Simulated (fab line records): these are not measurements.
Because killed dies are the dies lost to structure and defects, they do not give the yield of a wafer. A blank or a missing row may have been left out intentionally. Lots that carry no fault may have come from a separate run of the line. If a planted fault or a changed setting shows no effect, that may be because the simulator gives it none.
fab line records | flow n5Finfet | part 1 of 2: steps 1 to 30 of 41
[record] lots = 5 wafers = 15 lastDay = 16
route steps=1938 shown STI_FIN_REVEAL@194 DUMMY_GATE@212
lots with no fault: from the same line, run without faults
startH: start of the lot's first displayed wafer, in hours after the record's first day | waitH: hours from the lot's prior step to this one | " repeats the value in the row above | L1.1+2: a single row standing in for several wafers | - no value, or no start was given | * or withheld: withheld | < > ~ a bound
route shown NAME@n: a module of which the file shows steps, and the number in the route of the first | usual: mean/standard deviation taken from wafers without a fault | same: alike in all rows | chamber/n: place in a boat | sites: per-site readings | _std_site: the values' standard deviation | _edge_site: outer sites' mean less inner sites' | radiusMm: for every site, how far away it sits from the centre of the wafer | mask NAME#n: copy n | behind: the most recent tool/chamber to have shaped the wafer | hold: why the lot went on hold/how many hours it stayed there/how the hold came to an end | device: which transistor (n, p or np) failed to switch | end of line: the same wafers' tests at the end of the route | a step with no rows: only its recipe | killed: dies that structure and defects cost at the first sort, which is not the same as the wafer's yield | map: dies across one wafer; x = killed, . = not, _ = none there
set.NAME: the setting as run; set.NAME@STEP: as run at that earlier step | model.NAME: the simulator's own value behind a step, which no gauge read
lots at selected steps of the route; one table per step, one row per wafer
services: a tool's chamber out of use, with start hour (startH, from the record's first day; less than 0 if before it), hours out, and reason
[[steps]]
[step N5_STI_FIN_REVEAL_PRECLEAN_29]
[recipe] chemistry = DHF timeS = 30 tempC = 25 dilution = 300:1
// columns lot.wafer tool chamber startH waitH
L074.1+2+6 wetBench-05 5,0,6 33.95 0.0
L082.1+4+5 wetBench-05 0,4,7 82.95 0.0
L086.2+5+6 wetBench-02 0,6,4 109.49 0.0
L087.4+5+6 wetBench-01 4,0,3 117.14 0.0
L094.1+3+5 wetBench-05 3,6,7 154.18 0.0
[step N5_STI_FIN_REVEAL_SRD_12]
[recipe] timeS = 30 tempC = 23 rinseLiquid = diw dry = ipaMarangoni
// columns lot.wafer tool chamber startH waitH
L074.1+2+6 wetBench-05 5,0,6 33.96 0.0
L082.1+4+5 wetBench-05 0,4,7 82.96 0.0
L086.2+5+6 wetBench-02 0,6,4 109.51 0.0
L087.4+5+6 wetBench-01 4,0,3 117.15 0.0
L094.1+3+5 wetBench-05 3,6,7 154.19 0.0
[step N5_STI_FIN_REVEAL_RECESS_09]
[recipe] chemistry = HF/NH3 target = SiO2 afsCycles = 11 targetDepthA = 425 tempC = 30 sublimationTempC = 180 sublimationTimeS = 60
[usual] drypumpMotorCurrentA = 5.7/0.39 forelinePTorr = 0.1280/0.00043
// columns lot.wafer tool chamber startH waitH drypumpMotorCurrentA forelinePTorr
L074.1 vaporEtch-02 1 34.00 0.0 5.3 0.1281
L074.2 " 0 " " 5.5 0.1283
L074.6 " 0 35.06 1.1 5.5 0.1278
L082.1 vaporEtch-01 0 83.00 0.0 6.3 0.1284
L082.4 " 1 " " 5.7 0.1281
L082.5 " 1 " " 5.8 0.1279
L086.2 vaporEtch-01 1 109.57 0.0 5.8 0.1279
L086.5 " 0 110.63 1.1 6.3 0.1279
L086.6 " 1 " " 5.8 0.1282
L087.4 vaporEtch-02 1 117.73 0.6 5.3 0.1280
L087.5 " 0 " " 5.5 0.1281
L087.6 " 1 " " 5.3 0.1275
L094.1 vaporEtch-01 0 154.23 0.0 6.3 0.1275
L094.3 " 1 " " 5.8 0.1277
L094.5 " 0 " " 6.3 0.1278
[step N5_STI_FIN_REVEAL_STRIP_16]
[recipe] chemistry = H3PO4 material = SiNx tempC = 165 targetDepthA = 238 overetchFraction = 0.4964 dry = ipaMarangoni
// columns lot.wafer tool chamber startH waitH
L074.1+2+6 wetBench-05 0,2,7 35.62 1.1
L082.1+4+5 wetBench-01 2,1,7 84.62 1.1
L086.2+5+6 wetBench-01 3,0,5 111.19 1.1
L087.4+5+6 wetBench-02 1,2,4 118.82 0.6
L094.1+3+5 wetBench-02 7,1,0 155.85 1.1
[step N5_STI_FIN_REVEAL_PRECLEAN_17]
[recipe] chemistry = NF3:NH3 afsCycles = 1 tempC = 30 timeS = 20 sublimationTempC = 180 sublimationTimeS = 60 pressureTorr = 3 rfPowerW = 30
// columns lot.wafer tool chamber startH waitH
L074.1+2+6 remotePlasma-02 0 35.89 0.0
L082.1+4+5 remotePlasma-02 0 84.90 0.0
L086.2+5+6 remotePlasma-02 0 111.49 0.1
L087.4+5+6 remotePlasma-02 1 119.42 0.1
L094.1+3+5 remotePlasma-02 0 156.14 0.0
[step N5_STI_FIN_REVEAL_ETCH_34]
[recipe] chemistry = H2 mode = isotropic material = Si target = Si targetDepthA = 9.7 tempC = 20 pressureMtorr = 4.5 icpW = 300 biasW = 0 h2FlowSccm = 7.5 heFlowSccm = 142.5
[usual] drypumpMotorCurrentA = 5.9/0.62 oesProductAu = 0.999/0.016 throttleValvePct = 25.8/0.59
// columns lot.wafer tool chamber startH waitH drypumpMotorCurrentA oesProductAu rfHoursCounterH throttleValvePct
L074.1 rieSi-04 1 36.09 0.2 5.1 1.009 135 25.6
L074.2 " 2 " " 5.8 1.012 0 25.8
L074.6 " 0 " " 6.5 0.996 - 25.3
L082.1 rieSi-02 2 85.10 0.2 6.6 0.991 163 26.3
L082.4 " 1 " " 5.7 1.025 6 25.5
L082.5 " 3 " " 6.2 0.992 - 25.4
L086.2 rieSi-03 0 111.66 0.1 6.8 1.004 56 26.9
L086.5 " 2 " " 5.3 1.003 - 24.7
L086.6 " 1 " " 6.6 1.007 - 26.1
L087.4 rieSi-04 0 119.53 0.1 6.6 0.994 84 25.3
L087.5 " 0 " " 6.5 0.983 - 25.3
L087.6 " 1 " " 5.2 1.012 - 25.6
L094.1 rieSi-04 0 156.34 0.2 6.5 0.992 85 25.3
L094.3 " 2 " " 5.9 1.020 2 25.8
L094.5 " 2 " " 5.9 1.015 - 25.8
[step N5_STI_FIN_REVEAL_OXIDATION_31]
[recipe] chemistry = O2_PLASMA_REMOTE tempC = 150 timeS = 20 pressureMtorr = 1000 sourcePowerW = 2000 o2FlowSccm = 3000
[usual] drypumpMotorCurrentA = 5.4/0.63 heaterPowerW = 133/3.3
// columns lot.wafer tool chamber startH waitH drypumpMotorCurrentA heaterPowerW rfHoursCounterH
L074.1 plasmaAsher-02 1 36.15 0.0 6.2 132 81
L074.2 " 0 " " 4.8 126 81
L074.6 " 0 " " 4.8 130 -
L082.1 plasmaAsher-02 1 85.17 0.0 6.2 136 90
L082.4 " 0 " " 4.8 131 -
L082.5 " 1 " " 6.2 136 -
L086.2 plasmaAsher-01 0 111.72 0.0 5.9 130 43
L086.5 " 1 " " 4.7 138 -
L086.6 " 0 " " 5.9 135 -
L087.4 plasmaAsher-01 1 119.61 0.1 4.7 139 -
L087.5 " 1 " " 4.8 137 -
L087.6 " 0 " " 5.9 134 -
L094.1 plasmaAsher-01 0 156.40 0.0 5.9 135 56
L094.3 " 0 " " 5.9 133 -
L094.5 " 1 " " 4.7 135 -
[step N5_STI_FIN_REVEAL_PRECLEAN_32]
[recipe] chemistry = NF3:NH3 afsCycles = 1 tempC = 30 timeS = 20 sublimationTempC = 180 sublimationTimeS = 60 pressureTorr = 3 rfPowerW = 30
// columns lot.wafer tool chamber startH waitH
L074.1+2+6 remotePlasma-01 0 36.24 0.1
L082.1+4+5 remotePlasma-02 0 85.25 0.1
L086.2+5+6 remotePlasma-02 0 111.83 0.1
L087.4+5+6 remotePlasma-01 0 119.77 0.1
L094.1+3+5 remotePlasma-01 1 156.49 0.1
[step N5_STI_FIN_REVEAL_STRIP_35]
[recipe] chemistry = H3PO4 material = Si3N4 tempC = 165 targetDepthA = 40 timeS = 39
// columns lot.wafer tool chamber startH waitH
L074.1+2+6 wetBench-05 0,7,5 36.45 0.2
L082.1+4+5 wetBench-01 5,0,3 85.47 0.2
L086.2+5+6 wetBench-02 3,4,0 112.01 0.2
L087.4+5+6 wetBench-02 3,7,5 119.89 0.1
L094.1+3+5 wetBench-05 5,4,6 156.70 0.2
[step N5_STI_FIN_REVEAL_SRD_21]
[recipe] dry = ipaMarangoni timeS = 30 tempC = 23 rinseLiquid = diw
// columns lot.wafer tool chamber startH waitH
L074.1+2+6 wetBench-05 0,7,5 36.46 0.0
L082.1+4+5 wetBench-01 5,0,3 85.48 0.0
L086.2+5+6 wetBench-02 3,4,0 112.03 0.0
L087.4+5+6 wetBench-02 3,7,5 119.91 0.0
L094.1+3+5 wetBench-05 5,4,6 156.71 0.0
[step N5_STI_FIN_REVEAL_OXIDATION_33]
[recipe] chemistry = O2_PLASMA_REMOTE tempC = 150 timeS = 20 pressureMtorr = 1000 sourcePowerW = 2000 o2FlowSccm = 3000
[usual] drypumpMotorCurrentA = 5.4/0.63 heaterPowerW = 133/3.5
// columns lot.wafer tool chamber startH waitH drypumpMotorCurrentA heaterPowerW rfHoursCounterH
L074.1 plasmaAsher-02 0 36.51 0.0 4.8 128 81
L074.2 " 1 " " 6.2 136 81
L074.6 " 1 " " 6.2 132 -
L082.1 plasmaAsher-02 0 85.60 0.1 4.8 128 90
L082.4 " 0 " " 4.8 129 -
L082.5 " 1 " " 6.2 134 -
L086.2 plasmaAsher-01 1 112.07 0.0 4.7 137 43
L086.5 " 1 " " 4.7 135 -
L086.6 " 0 " " 5.9 133 -
L087.4 plasmaAsher-02 1 120.01 0.1 6.1 135 -
L087.5 " 0 " " 4.8 129 -
L087.6 " 1 " " 6.2 135 -
L094.1 plasmaAsher-01 0 156.76 0.0 5.9 134 56
L094.3 " 0 " " 5.9 130 -
L094.5 " 1 " " 4.8 131 -
[step N5_STI_FIN_REVEAL_CLEAN_19]
[recipe] chemistry = O3/DIW tempC = 25 timeS = 120 o3Ppm = 10
[usual] o3Ppm = 10.00/0.1
// columns lot.wafer tool chamber startH waitH o3Ppm
L074.1 wetBench-01 1 36.59 0.1 10.01
L074.2 " 2 " " 9.91
L074.6 " 0 " " 9.90
L082.1 wetBench-05 5 85.68 0.1 10.10
L082.4 " 0 " " 10.11
L082.5 " 4 " " 10.09
L086.2 wetBench-01 7 112.16 0.1 9.91
L086.5 " 2 " " 9.97
L086.6 " 3 " " 10.06
L087.4 wetBench-05 7 120.08 0.0 10.00
L087.5 " 2 " " 10.14
L087.6 " 0 " " 10.10
L094.1 wetBench-02 3 156.84 0.1 10.12
L094.3 " 7 " " 10.06
L094.5 " 1 " " 9.98
[step N5_STI_FIN_REVEAL_SRD_23]
[recipe] dry = ipaMarangoni timeS = 30 tempC = 23 rinseLiquid = diw
// columns lot.wafer tool chamber startH waitH
L074.1+2+6 wetBench-01 1,2,0 36.63 0.0
L082.1+4+5 wetBench-05 5,0,4 85.72 0.0
L086.2+5+6 wetBench-01 7,2,3 112.20 0.0
L087.4+5+6 wetBench-05 7,2,0 120.11 0.0
L094.1+3+5 wetBench-02 3,7,1 156.88 0.0
[step N5_STI_FIN_REVEAL_CD_MEAS_22]
[recipe] targetCdNm = 6.238 pitchNm = 28 polarity = line
[usual] cdNm = 6.3/0.32
// columns lot.wafer tool chamber startH waitH cdNm
L074.1 cdSem-02 - 36.67 0.0 5.9
L074.2 " - " " 5.8
L074.6 " - " " 5.9
L082.1 cdSem-03 - 85.76 0.0 5.6
L082.4 " - " " 6.1
L082.5 " - " " 6.3
L086.2 cdSem-01 - 112.24 0.0 6.3
L086.5 " - " " 6.0
L086.6 " - " " 6.5
L087.4 cdSem-03 - 120.16 0.0 6.5
L087.5 " - " " 6.2
L087.6 " - " " 6.7
L094.1 cdSem-02 - 156.92 0.0 6.7
L094.3 " - " " 6.3
L094.5 " - " " 6.3
[step N5_STI_FIN_REVEAL_FIN_H_MEAS_10]
[usual] trenchDepthNm = 51.7/0.74
// columns lot.wafer tool chamber startH waitH trenchDepthNm
L074.1 ocd-02 - 36.70 0.0 50.6
L074.2 " - " " 51.5
L074.6 " - " " 51.4
L082.1 ocd-02 - 85.79 0.0 51.9
L082.4 " - " " 51.8
L082.5 " - " " 50.9
L086.2 ocd-02 - 112.27 0.0 51.9
L086.5 " - " " 51.5
L086.6 " - " " 52.0
L087.4 ocd-02 - 120.19 0.0 51.9
L087.5 " - " " 52.1
L087.6 " - " " 51.2
L094.1 ocd-02 - 156.95 0.0 52.2
L094.3 " - " " 53.0
L094.5 " - " " 52.3
[step N5_STI_FIN_REVEAL_PRECLEAN_18]
[recipe] chemistry = SC2 timeS = 45 tempC = 35 mix = 1:1:50
// columns lot.wafer tool chamber startH waitH
L074.1+2+6 wetBench-05 3,1,5 36.73 0.0
L082.1+4+5 wetBench-02 7,5,0 85.83 0.0
L086.2+5+6 wetBench-02 5,2,4 112.30 0.0
L087.4+5+6 wetBench-02 6,4,2 120.21 0.0
L094.1+3+5 wetBench-01 4,1,2 156.99 0.0
[step N5_STI_FIN_REVEAL_SRD_28]
[recipe] dry = ipaMarangoni timeS = 30 tempC = 23 rinseLiquid = diw
// columns lot.wafer tool chamber startH waitH
L074.1+2+6 wetBench-05 3,1,5 36.75 0.0
L082.1+4+5 wetBench-02 7,5,0 85.84 0.0
L086.2+5+6 wetBench-02 5,2,4 112.31 0.0
L087.4+5+6 wetBench-02 6,4,2 120.25 0.0
L094.1+3+5 wetBench-01 4,1,2 157.00 0.0
[step N5_STI_FIN_REVEAL_INSPECT_13]
[recipe] inspectInstrument = darkfield mode = postClean
[usual] rawDefectCount = 13/5.9
// columns lot.wafer tool chamber startH waitH rawDefectCount
L074.1 defectInspect-02 - 36.79 0.0 9
L074.2 " - " " 14
L074.6 " - " " 14
L082.1 defectInspect-01 - 85.88 0.0 18
L082.4 " - " " 25
L082.5 " - " " 13
L086.2 defectInspect-01 - 112.35 0.0 10
L086.5 " - " " 8
L086.6 " - " " 25
L087.4 defectInspect-02 - 120.30 0.0 16
L087.5 " - " " 13
L087.6 " - " " 6
L094.1 defectInspect-01 - 157.04 0.0 13
L094.3 " - " " 31
L094.5 " - " " 36
[step N5_DUMMY_GATE_PRECLEAN_00]
[recipe] chemistry = O3/DIW timeS = 60 tempC = 22 o3Ppm = 10
[usual] o3Ppm = 10.00/0.1
// columns lot.wafer tool chamber startH waitH o3Ppm
L074.1 wetBench-04 7 36.81 0.0 10.12
L074.2 " 3 " " 9.94
L074.6 " 4 " " 9.92
L082.1 wetBench-03 7 85.91 0.0 9.92
L082.4 " 6 " " 9.98
L082.5 " 3 " " 10.04
L086.2 wetBench-04 7 112.38 0.0 10.21
L086.5 " 1 " " 9.85
L086.6 " 5 " " 10.02
L087.4 wetBench-06 3 120.33 0.0 10.07
L087.5 " 1 " " 9.95
L087.6 " 4 " " 10.02
L094.1 wetBench-04 0 157.07 0.0 10.07
L094.3 " 4 " " 10.05
L094.5 " 5 " " 9.82
[step N5_DUMMY_GATE_SRD_01]
[recipe] timeS = 30 tempC = 23 rinseLiquid = diw dry = ipaMarangoni
// columns lot.wafer tool chamber startH waitH
L074.1+2+6 wetBench-04 7,3,4 36.83 0.0
L082.1+4+5 wetBench-03 7,6,3 85.93 0.0
L086.2+5+6 wetBench-04 7,1,5 112.40 0.0
L087.4+5+6 wetBench-06 3,1,4 120.35 0.0
L094.1+3+5 wetBench-04 0,4,5 157.09 0.0
[step N5_DUMMY_GATE_ALD_02]
[recipe] material = SiO2 targetThkA = 20 tempC = 300 aldPrecursorFamily = BDEAS aldCoReactant = O2-plasma pulseTimeS = 1 pressureTorr = 2
[usual] heaterPowerW = 465/59 precursorPulseHeightRel = 0.999/0.022
// columns lot.wafer tool chamber startH waitH heaterPowerW precursorPulseHeightRel
L074.1 aldSin-01 0 36.88 0.0 371 1.025
L074.2 " 2 " " 467 0.951
L074.6 " 3 " " 434 0.979
L082.1 aldSin-01 1 86.54 0.6 460 0.994
L082.4 " 3 " " 426 1.028
L082.5 " 1 " " 473 0.993
L086.2 aldSin-02 3 112.73 0.3 626 1.032
L086.5 " 1 " " 403 1.013
L086.6 " 2 " " 480 1.020
L087.4 aldSin-01 0 120.43 0.1 371 1.021
L087.5 " 0 " " 371 1.026
L087.6 " 1 " " 465 1.001
L094.1 aldSin-02 1 157.14 0.0 414 0.984
L094.3 " 0 " " 478 0.980
L094.5 " 0 " " 492 1.018
[step N5_DUMMY_GATE_CVD_03]
[recipe] material = a-Si targetThkA = 1500 tempC = 530 precursor = SiH4 timeS = 8042
[usual] spikeTcTopC = 553/3.8 zonePowerUpperPct = 6.7/0.33
// columns lot.wafer tool chamber startH waitH spikeTcTopC zonePowerUpperPct
L074.1 lpcvd-02 1/15 36.99 0.1 552 6.6
L074.2 " 1/20 " " 552 6.6
L074.6 " 1/39 " " 552 6.6
L082.1 lpcvd-01 0/90 86.64 0.1 547 6.3
L082.4 " 0/104 " " 547 6.3
L082.5 " 0/109 " " 547 6.3
L086.2 lpcvd-01 1/20 112.84 0.1 556 6.9
L086.5 " 1/34 " " 556 6.9
L086.6 " 1/39 " " 556 6.9
L087.4 lpcvd-01 0/79 120.54 0.1 547 6.3
L087.5 " 0/84 " " 547 6.3
L087.6 " 0/89 " " 547 6.3
L094.1 lpcvd-01 1/65 157.24 0.1 556 6.8
L094.3 " 1/75 " " 556 6.8
L094.5 " 1/84 " " 556 6.8
[step N5_DUMMY_GATE_PRECLEAN_46]
[recipe] chemistry = DIW timeS = 89.5 tempC = 23
// columns lot.wafer tool chamber startH waitH
L074.1+2+6 wetBench-06 6,0,4 40.66 0.0
L082.1+4+5 wetBench-03 5,1,2 90.32 0.0
L086.2+5+6 wetBench-04 0,3,2 116.51 0.0
L087.4+5+6 wetBench-06 0,6,1 124.21 0.0
L094.1+3+5 wetBench-06 3,7,0 160.92 0.0
[step N5_DUMMY_GATE_SRD_47]
[recipe] dryTimeS = 32 dry = n2Spin spinRpm = 1500
// columns lot.wafer tool chamber startH waitH
L074.1+2+6 wetBench-06 6,0,4 40.72 0.0
L082.1+4+5 wetBench-03 5,1,2 90.35 0.0
L086.2+5+6 wetBench-04 0,3,2 116.54 0.0
L087.4+5+6 wetBench-06 0,6,1 124.24 0.0
L094.1+3+5 wetBench-06 3,7,0 160.95 0.0
[step N5_DUMMY_GATE_CMP_04]
[recipe] material = a-Si postCmpClean = alkalineBrush
[usual] motorCurrentA = 10.2/0.95 timeToEndpointS = 14/3.6
// columns lot.wafer tool chamber startH waitH motorCurrentA timeToEndpointS
L074.1 cmp-01 0 40.79 0.1 10.5 17
L074.2 " 1 " " 11.0 11
L074.6 " 3 " " 10.8 21
L082.4 cmp-03 1 90.38 0.0 8.9 11
L082.1 " 3 " " 12.6 13
L082.5 " 2 " " 9.6 8
L086.2 cmp-01 3 116.64 0.1 10.2 20
L086.6 " 1 " " 11.4 13
L086.5 " 2 " " 11.5 18
L087.4 cmp-03 0 124.33 0.1 9.9 15
L087.5 " 2 " " 10.3 12
L087.6 " 3 " " 11.2 16
L094.3 cmp-01 2 160.98 0.0 11.6 17
L094.1 " 3 " " 10.3 19
L094.5 " 2 " " 11.1 16
[step N5_DUMMY_GATE_THK_MEAS_05]
[usual] thkNm = 71.8/1.7
// columns lot.wafer tool chamber startH waitH thkNm
L074.1 filmMetro-02 - 41.00 0.2 73.5
L074.2 " - " " 70.9
L074.6 " - " " 73.8
L082.1 filmMetro-01 - 90.62 0.1 71.8
L082.4 " - " " 70.9
L082.5 " - " " 69.6
L086.2 filmMetro-02 - 116.82 0.1 74.7
L086.5 " - " " 73.5
L086.6 " - " " 71.2
L087.4 filmMetro-01 - 124.52 0.2 72.5
L087.5 " - " " 70.4
L087.6 " - " " 73.4
L094.1 filmMetro-01 - 161.22 0.2 74.1
L094.3 " - " " 73.8
L094.5 " - " " 73.1
[step N5_DUMMY_GATE_HM_DEP_06]
[recipe] material = SiNx targetThkA = 800 precursor = DCS/NH3 tempC = 700 pressureMtorr = 300 timeS = 5141
[usual] spikeTcTopC = 716.3/1.7 zonePowerUpperPct = 11.7/1.1
// columns lot.wafer tool chamber startH waitH spikeTcTopC zonePowerUpperPct
L074.1 lpcvd-02 0/90 41.03 0.0 716.6 12.7
L074.2 " 0/95 " " 716.6 12.7
L074.6 " 0/114 " " 716.6 12.7
L082.1 lpcvd-02 0/40 90.65 0.0 717.8 12.7
L082.4 " 0/54 " " 717.8 12.7
L082.5 " 0/59 " " 717.8 12.7
L086.2 lpcvd-02 1/20 116.85 0.0 714.7 10.5
L086.5 " 1/34 " " 714.7 10.5
L086.6 " 1/39 " " 714.7 10.5
L087.4 lpcvd-01 0/79 124.54 0.0 710.5 10.2
L087.5 " 0/84 " " 710.5 10.2
L087.6 " 0/89 " " 710.5 10.2
L094.1 lpcvd-02 0/65 161.25 0.0 717.5 12.7
L094.3 " 0/75 " " 717.5 12.7
L094.5 " 0/84 " " 717.5 12.7
[step N5_DUMMY_GATE_PECVD_30]
[recipe] material = SiO2 targetThkA = 550 tempC = 400 precursor = TEOS/O2 pressureTorr = 6.5 rfW = withheld teosFlowSccm = withheld gas = O2 flowSccm = 2650 timeS = 10.8
// columns lot.wafer tool chamber startH waitH
L074.1+2+6 pecvd-02 0,1,1 44.97 0.0
L082.1+4+5 pecvd-02 0,0,2 94.59 0.0
L086.2+5+6 pecvd-01 1,0,2 120.79 0.0
L087.4+5+6 pecvd-03 0,1,2 128.51 0.1
L094.1+3+5 pecvd-02 0,2,0 165.19 0.0
[step N5_DUMMY_GATE_COAT_34]
[recipe] resist = SOC tempC = 250 timeS = 60 spinRpm = 1500 resistThkNm = 60
// columns lot.wafer tool chamber startH waitH
L074.1+2+6 lithoTrack-05 0 45.04 0.1
L082.1+4+5 lithoTrack-02 0 94.65 0.0
L086.2+5+6 lithoTrack-03 0 120.85 0.0
L087.4+5+6 lithoTrack-02 0 128.56 0.0
L094.1+3+5 lithoTrack-02 0 165.25 0.0
[step N5_DUMMY_GATE_COAT_35]
[recipe] resist = SiARC tempC = 220 timeS = 60 spinRpm = 1500 resistThkNm = 10
// columns lot.wafer tool chamber startH waitH
L074.1+2+6 lithoTrack-05 0 - -
L082.1+4+5 lithoTrack-02 0 - -
L086.2+5+6 lithoTrack-03 0 - -
L087.4+5+6 lithoTrack-02 0 - -
L094.1+3+5 lithoTrack-02 0 - -
